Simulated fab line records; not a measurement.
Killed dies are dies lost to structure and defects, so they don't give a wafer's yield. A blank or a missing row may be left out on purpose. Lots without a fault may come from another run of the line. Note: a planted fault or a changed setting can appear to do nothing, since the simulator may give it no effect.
Lot-split experiment -- flow n5 finfet -- 21 wafers read from 7 lots, route of 1938 steps

THE SPLIT ITSELF
At N5_BEOL_M14_EXPOSE_07 (exposes mask V13), the setting dose mj was moved away from the recipe's 57 on 5 of the 21 wafers read, by -4.7% to +7.4%. All remaining wafers had this setting at the recipe value.

FROM THE SPLIT TO THE READING: what the file shows between them, 11 steps
- N5_BEOL_M14_PEB_08: peb time 90 s
- N5_BEOL_M14_DEVELOP_09: develop time 45 s
- N5_BEOL_M14_HARDBAKE_14: time 120 s
- N5_BEOL_M14_CD_MEAS_10: target cd 250 nm
- N5_BEOL_M14_DESCUM_15: chemistry O2, time 7.9 s
- N5_BEOL_M14_ETCH_59: etches BARC in N2/H2, target depth 89 nm, overetch 26.7 nm, time 67.9 s
- N5_BEOL_M14_VIA_ETCH_16: etches SiO2 in C4F8/O2/Ar, target depth 1231.3 nm
- N5_BEOL_M14_STRIP_63: strips in O2
- N5_BEOL_M14_STRIP_64: strips in O2
- N5_BEOL_M14_STRIP_71: strips in post etch residue remover, time 60 s
- N5_BEOL_M14_SRD_72: time 30 s, dry time 30 s

THE READING
At N5_BEOL_M14_CD_MEAS_17: cd nm in nanometres, against a target cd of 250 nm. Fault-free wafers of this fab line usually give 250.6 nm, standard deviation 1.6 nm.

wafer,"tool, chamber at the split",dose mj as run,against the recipe,"cd nm, nm",against lot-mates on the recipe
L078.1,"krf scanner-02, 0",57,recipe,250.2,-
L078.3,"krf scanner-02, 0",57,recipe,250.8,-
L078.6,"krf scanner-02, 0",61.21,+7.4%,264.8,+14.3
L083.1,"krf scanner-02, 0",57,recipe,249.4,-
L083.2,"krf scanner-02, 0",57,recipe,249.6,-
L083.6,"krf scanner-02, 0",57,recipe,250.3,-
L088.4,"krf scanner-02, 0",57,recipe,247.9,-
L088.5,"krf scanner-02, 0",57,recipe,248.3,-
L088.6,"krf scanner-02, 0",57,recipe,247.1,-
L089.1,"krf scanner-01, 0",61.01,+7.0%,264.5,+12.2
L089.3,"krf scanner-01, 0",57,recipe,252.8,-
L089.5,"krf scanner-01, 0",57,recipe,251.7,-
L093.1,"krf scanner-02, 0",57,recipe,250.5,-
L093.3,"krf scanner-02, 0",57,recipe,250.8,-
L093.6,"krf scanner-02, 0",55.71,-2.3%,247.2,-3.5
L094.1,"krf scanner-02, 0",57,recipe,249.1,-
L094.2,"krf scanner-02, 0",57,recipe,249.2,-
L094.5,"krf scanner-02, 0",54.33,-4.7%,241.0,-8.1
L096.1,"krf scanner-01, 0",57,recipe,250.9,-
L096.2,"krf scanner-01, 0",57,recipe,252.0,-
L096.5,"krf scanner-01, 0",60.22,+5.6%,262.8,+11.4

FIT RESULTS
A straight line over all 21 wafers: cd nm changes by +2.02 nm for each +1% of dose mj; r = +0.97; the points scatter about the line by 1.4 nm.
The same after taking each lot's own level away (the mean of its wafers on the recipe; 21 wafers): +1.84 nm for each +1%; r = +1.00; scatter 0.52 nm.
On that fit, the largest move of dose mj shifts the reading by 14 nm.
Across the lots, their own levels run from 247.77 to 252.25 nm, a range of 2.8 times the standard deviation given above.
So the lot-to-lot level changes the slope little: the two slopes agree.
Check: with one of the wafers moved furthest among these (+7.4%) left out of the fit, the line predicts +13.4 nm for it against its lot-mates. It came out at +14.3 nm against them.

ADDITIONAL SPLITS CARRIED BY THESE WAFERS
These wafers also went through other splits before the reading. Each is held against what the fit with the lots' levels taken away leaves over:
other split on the same wafers,wafers away from the commonest value,r with cd nm (lot level and that fit taken away)
N5_BEOL_M14_ILD_DEP_00 time s,10,+0.28

THE WHOLE CHAIN: every reading that the file lists as answering this split, in the file's order
step,what it does,reading,change (the file's fit),r (the file's)
N5_BEOL_M14_CD_MEAS_10,target cd 250 nm,cd nm,+1.68 nm for each +1% of the setting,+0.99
N5_BEOL_M14_CD_MEAS_17,target cd 250 nm,cd nm,+1.85 nm for each +1% of the setting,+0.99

FILE'S OWN FIT
cd nm changes by +1.85 nm for each +1% of dose mj, r = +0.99.
